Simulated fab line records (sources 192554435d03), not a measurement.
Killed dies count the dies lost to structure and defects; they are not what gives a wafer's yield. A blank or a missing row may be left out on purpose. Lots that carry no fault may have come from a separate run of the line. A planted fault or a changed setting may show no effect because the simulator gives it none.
fab line records ; flow n5-finfet ; part 2 of 2: steps 22 to 30 of 30
[record] lots = 5; wafers = 15; last-day = 16
route steps=1938 shown BEOL_M11@1575 BEOL_M12@1602
lots that met no fault: from a run of the same line without faults
start-h: start of the lot's first displayed wafer, in hours after the record's first day ; wait-h: time in hours since the lot's previous step ; " unchanged from the row above ; L1.1+2: one row covering several wafers at once ; - either no value or no given start ; * or withheld: withheld ; < > ~ a bound
route shown NAME@n: a module of which the file shows steps, and the number in the route of the first ; usual: mean/standard deviation taken from wafers without a fault ; same: alike in all rows ; chamber/n: place in a boat ; sites: each site's reading ; _std_site: how widely they spread, as a standard deviation ; _edge_site: the outer-site mean with the inner-site mean subtracted ; radius-mm: for every site, how far away it sits from the centre of the wafer ; mask NAME#n: copy n ; behind: the most recent tool/chamber to have shaped the wafer ; hold: cause of the lot's hold/its duration in hours/its outcome ; device: names the non-switching transistor (n, p or np) ; end of line: at the end of the route, the tests of the same wafers ; a step without rows: its recipe alone ; killed: dies lost to structure and defects at the first sort, not the wafer's yield ; map: per-die view of a wafer (x killed, . not killed, _ where there is no die)
set.NAME: the run value of the setting; set.NAME@STEP: its run value at that earlier step ; model.NAME: the simulator's own value behind a step, which no gauge read
lots at some steps of the route; a table a step, a row a wafer
services: when a tool's chamber went out of use (start-h, in hours from the record's first day, below 0 if earlier), for how many hours, and the reason
[[steps]]
[step N5_BEOL_M11_CMP_52]
[recipe] stop-on = SiCOH_lowk; t-overpolish-s = 7; down-force-psi = 1; platen-rpm = 50; clearing-platen-down-force-psi = 1.5; clearing-platen-rpm = 50; post-cmp-clean = cu-alkaline; target-thk-nm = 140; clearing-platen-pad-velocity-m-s = 0.99484; pad-velocity-m-s = 0.99484
[usual] barrier-field-endpoint-s = 28.5/0.72; motor-current-A = 6.2/0.47; overpolish-run-s = 7.000/0.0091; pad-life-wafers = 922/640; time-to-endpoint-s = 63.6/2.9
lot.wafer;tool;chamber;start-h;wait-h;barrier-field-endpoint-s;motor-current-A;overpolish-run-s;pad-life-wafers;time-to-endpoint-s
L076.3;cmp-02;3;230.14;0.2;28.1;5.9;6.995;756;59.1
L076.4;cmp-02;1;230.14;0.2;29.3;6.1;6.999;758;60.9
L076.5;cmp-02;3;230.14;0.2;28.3;5.5;7.005;-;56.4
L078.1;cmp-03;0;241.53;0.3;28.3;6.1;6.994;1795;64.8
L078.2;cmp-03;1;241.53;0.3;29.4;6.5;7.014;1796;68.9
L078.6;cmp-03;3;241.53;0.3;29.4;6.4;7.003;-;66.7
L087.4;cmp-04;3;304.33;0.2;29.0;6.7;6.996;843;63.6
L087.6;cmp-04;0;304.33;0.2;28.9;5.9;6.986;-;64.8
L087.5;cmp-04;1;304.33;0.2;29.2;5.4;7.009;-;65.2
L091.1;cmp-04;1;323.90;0.3;28.3;5.5;7.004;1020;64.7
L091.3;cmp-04;2;323.90;0.3;28.5;7.1;6.994;1021;64.9
L091.6;cmp-04;2;323.90;0.3;29.1;7.1;6.986;-;66.3
L093.2;cmp-03;2;334.40;0.2;28.5;6.0;7.005;336;65.7
L093.4;cmp-03;3;334.40;0.2;28.1;6.7;7.004;337;60.9
L093.3;cmp-03;0;334.40;0.2;26.8;6.1;6.997;338;57.8
[step N5_BEOL_M11_THK_MEAS_53]
[recipe] thk-meas-gauge = xrf; reads = Cu_of_BEOL_M11_ECD_50
[usual] M11_THK = 136.8/2.7
lot.wafer;tool;chamber;start-h;wait-h;M11_THK[nm]
L076.3;film-metro-01;-;230.43;-;134.3
L076.4;film-metro-01;-;230.43;-;140.0
L076.5;film-metro-01;-;230.43;-;138.1
L078.1;film-metro-02;-;241.78;-;140.3
L078.2;film-metro-02;-;241.78;-;140.4
L078.6;film-metro-02;-;241.78;-;140.5
L087.4;film-metro-01;-;304.52;-;135.2
L087.5;film-metro-01;-;304.52;-;135.6
L087.6;film-metro-01;-;304.52;-;134.6
L091.1;film-metro-01;-;324.19;-;138.3
L091.3;film-metro-01;-;324.19;-;136.5
L091.6;film-metro-01;-;324.19;-;137.2
L093.2;film-metro-01;-;334.70;-;133.7
L093.3;film-metro-01;-;334.70;-;136.5
L093.4;film-metro-01;-;334.70;-;133.4
[step N5_BEOL_M11_PRE_CLEAN_55]
[recipe] gas = NH3; time-s = 15; temp-c = withheld; rf-power-w = 300
lot.wafer;tool;chamber;start-h;wait-h
L076.3+4+5;pecvd-03;0,0,1;230.53;0.1
L078.1+2+6;pecvd-03;1,2,1;241.82;0.0
L087.4+5+6;pecvd-02;0,1,2;304.57;0.0
L091.1+3+6;pecvd-03;0,1,0;324.23;0.0
L093.2+3+4;pecvd-04;1,2,0;334.73;0.0
[step N5_BEOL_M11_DEP_56]
[recipe] material = SiCN; target-thk-a = 300; temp-c = withheld; precursor = 3MS/NH3; pressure-torr = 3; rf-w = 675; time-s = 10.5
[usual] showerhead-plenum-p-Torr = 4.163/0.026; throttle-valve-pct = 18.3/1.9
lot.wafer;tool;chamber;start-h;wait-h;showerhead-plenum-p-Torr;throttle-valve-pct
L076.3;pecvd-03;0;230.55;0.0;4.172;17.3
L076.4;pecvd-03;0;230.55;0.0;4.164;17.0
L076.5;pecvd-03;1;230.55;0.0;4.157;18.2
L078.1;pecvd-03;1;241.85;0.0;4.159;18.0
L078.2;pecvd-03;2;241.85;0.0;4.107;18.2
L078.6;pecvd-03;1;241.85;0.0;4.145;18.3
L087.4;pecvd-02;0;304.60;0.0;4.149;17.7
L087.5;pecvd-02;1;304.60;0.0;4.156;18.9
L087.6;pecvd-02;2;304.60;0.0;4.190;16.8
L091.1;pecvd-03;0;324.27;0.0;4.176;17.2
L091.3;pecvd-03;1;324.27;0.0;4.138;18.4
L091.6;pecvd-03;0;324.27;0.0;4.160;16.6
L093.2;pecvd-04;1;334.76;0.0;4.181;22.5
L093.3;pecvd-04;2;334.76;0.0;4.159;16.3
L093.4;pecvd-04;0;334.76;0.0;4.195;19.6
[step N5_BEOL_M11_RS_MEAS_57]
[recipe] thk-meas-gauge = four-point-probe; reads = Cu_of_BEOL_M11_ECD_50+Co_of_BEOL_M11_CVD_75+TaN_of_BEOL_M11_ALD_74
[usual] M11_RS = 0.1527/0.0026
lot.wafer;tool;chamber;start-h;wait-h;M11_RS[ohm/sq]
L076.3;film-metro-02;-;230.62;0.0;0.1556
L076.4;film-metro-02;-;230.62;0.0;0.1501
L076.5;film-metro-02;-;230.62;0.0;0.1519
L078.1;film-metro-02;-;241.91;0.0;0.1495
L078.2;film-metro-02;-;241.91;0.0;0.1492
L078.6;film-metro-02;-;241.91;0.0;0.1496
L087.4;film-metro-01;-;304.65;0.0;0.1528
L087.5;film-metro-01;-;304.65;0.0;0.1516
L087.6;film-metro-01;-;304.65;0.0;0.1532
L091.1;film-metro-01;-;324.34;0.1;0.1504
L091.3;film-metro-01;-;324.34;0.1;0.1523
L091.6;film-metro-01;-;324.34;0.1;0.1513
L093.2;film-metro-02;-;334.82;0.0;0.1558
L093.3;film-metro-02;-;334.82;0.0;0.1520
L093.4;film-metro-02;-;334.82;0.0;0.1558
[step N5_BEOL_M11_INSPECT_58]
[recipe] inspect-instrument = darkfield; mode = post-dep
[usual] raw-defect-count = 78/28
lot.wafer;tool;chamber;start-h;wait-h;raw-defect-count
L076.3;defect-inspect-01;-;230.64;0.0;136
L076.4;defect-inspect-01;-;230.64;0.0;67
L076.5;defect-inspect-01;-;230.64;0.0;117
L078.1;defect-inspect-01;-;241.94;0.0;67
L078.2;defect-inspect-01;-;241.94;0.0;72
L078.6;defect-inspect-01;-;241.94;0.0;38
L087.4;defect-inspect-01;-;304.67;0.0;76
L087.5;defect-inspect-01;-;304.67;0.0;70
L087.6;defect-inspect-01;-;304.67;0.0;117
L091.1;defect-inspect-01;-;324.37;0.0;127
L091.3;defect-inspect-01;-;324.37;0.0;138
L091.6;defect-inspect-01;-;324.37;0.0;106
L093.2;defect-inspect-02;-;334.85;0.0;77
L093.3;defect-inspect-02;-;334.85;0.0;93
L093.4;defect-inspect-02;-;334.85;0.0;102
[step N5_BEOL_M12_ILD_DEP_00]
[recipe] material = SiOC; target-thk-a = 6589.2; temp-c = 350; precursor = DEMS/O2; pressure-torr = 5; rf-w = 500; time-s = 130.7
[usual] heater-power-w = 501/72; showerhead-plenum-p-Torr = 5.694/0.018; throttle-valve-pct = 11.6/0.54
lot.wafer;tool;chamber;start-h;wait-h;heater-power-w;showerhead-plenum-p-Torr;throttle-valve-pct
L076.3;pecvd-02;1;230.78;0.1;497;5.684;12.6
L076.4;pecvd-02;1;230.78;0.1;405;5.712;12.7
L076.5;pecvd-02;1;230.78;0.1;423;5.692;12.6
L078.1;pecvd-03;1;241.98;0.0;515;5.691;11.9
L078.2;pecvd-03;2;241.98;0.0;512;5.658;11.8
L078.6;pecvd-03;1;241.98;0.0;534;5.692;12.0
L087.4;pecvd-02;1;304.76;0.1;505;5.720;12.5
L087.5;pecvd-02;2;304.76;0.1;491;5.706;11.0
L087.6;pecvd-02;0;304.76;0.1;579;5.666;11.8
L091.1;pecvd-01;1;324.41;0.0;465;5.714;10.9
L091.3;pecvd-01;0;324.41;0.0;606;5.671;11.4
L091.6;pecvd-01;1;324.41;0.0;479;5.699;11.0
L093.2;pecvd-02;2;334.88;0.0;482;5.722;10.8
L093.3;pecvd-02;1;334.88;0.0;468;5.700;12.5
L093.4;pecvd-02;1;334.88;0.0;494;5.692;12.9
[step N5_BEOL_M12_THK_MEAS_01]
[recipe] reads = SiOC_of_BEOL_M12_ILD_DEP_00
[usual] M12_ILD_THK = 660/9.3
lot.wafer;tool;chamber;start-h;wait-h;M12_ILD_THK[nm]
L076.3;film-metro-02;-;231.01;0.2;648
L076.4;film-metro-02;-;231.01;0.2;646
L076.5;film-metro-02;-;231.01;0.2;648
L078.1;film-metro-01;-;242.11;0.1;660
L078.2;film-metro-01;-;242.11;0.1;664
L078.6;film-metro-01;-;242.11;0.1;665
L087.4;film-metro-01;-;304.84;0.0;655
L087.5;film-metro-01;-;304.84;0.0;667
L087.6;film-metro-01;-;304.84;0.0;661
L091.1;film-metro-02;-;324.54;0.1;657
L091.3;film-metro-02;-;324.54;0.1;650
L091.6;film-metro-02;-;324.54;0.1;676
L093.2;film-metro-02;-;335.01;0.1;660
L093.3;film-metro-02;-;335.01;0.1;658
L093.4;film-metro-02;-;335.01;0.1;663
[step N5_BEOL_M12_COAT_58]
[recipe] resist = BARC; temp-c = 205; time-s = 60; spin-rpm = 1500; resist-thk-nm = 89
[usual] resist-line-temp-C = 23.00/0.1
lot.wafer;tool;chamber;start-h;wait-h;resist-line-temp-C
L076.3;litho-track-05;0;231.04;0.0;23.01
L076.4;litho-track-05;0;231.04;0.0;23.09
L076.5;litho-track-05;0;231.04;0.0;23.07
L078.1;litho-track-04;0;242.15;0.0;22.86
L078.2;litho-track-04;0;242.15;0.0;23.02
L078.6;litho-track-04;0;242.15;0.0;22.94
L087.4;litho-track-05;0;304.88;0.0;22.87
L087.5;litho-track-05;0;304.88;0.0;22.99
L087.6;litho-track-05;0;304.88;0.0;23.02
L091.1;litho-track-05;0;324.57;0.0;22.93
L091.3;litho-track-05;0;324.57;0.0;23.14
L091.6;litho-track-05;0;324.57;0.0;23.05
L093.2;litho-track-01;0;335.05;0.0;23.00
L093.3;litho-track-01;0;335.05;0.0;23.04
L093.4;litho-track-01;0;335.05;0.0;23.09
[[services]]
tool;chamber;start-h;hours;kind
rie-diel-06;2;214.67;1.5;repair
cmp-02;-;223.09;0.5;repair
wet-bench-06;-;223.59;1.0;repair
cmp-03;-;223.68;4.7;pm
rie-diel-02;0;223.75;14.0;repair
wet-bench-03;-;227.77;4.4;pm
uv-cure-03;-;247.20;7.5;pm
ald-metal-01;0;251.52;3.3;repair
ald-metal-03;-;252.22;8.7;pm
cmp-03;-;254.31;2.2;repair
rie-diel-06;3;272.28;4.0;repair
cmp-03;-;279.87;4.0;pm
uv-cure-03;-;281.82;0.3;repair
pvd-sputter-01;-;289.70;9.5;repair
ecd-cu-02;-;292.04;4.2;repair
ald-metal-01;-;298.05;8.7;pm
cmp-03;-;303.19;7.2;pm
cvd-co-02;1;305.33;17.8;repair
rie-diel-06;-;307.03;2.8;pm
pvd-sputter-02;-;315.63;3.9;repair
pecvd-03;2;317.73;7.5;repair
uv-cure-03;-;325.09;2.8;pm
wet-bench-03;-;327.39;11.7;repair
pecvd-03;0;332.51;2.6;repair
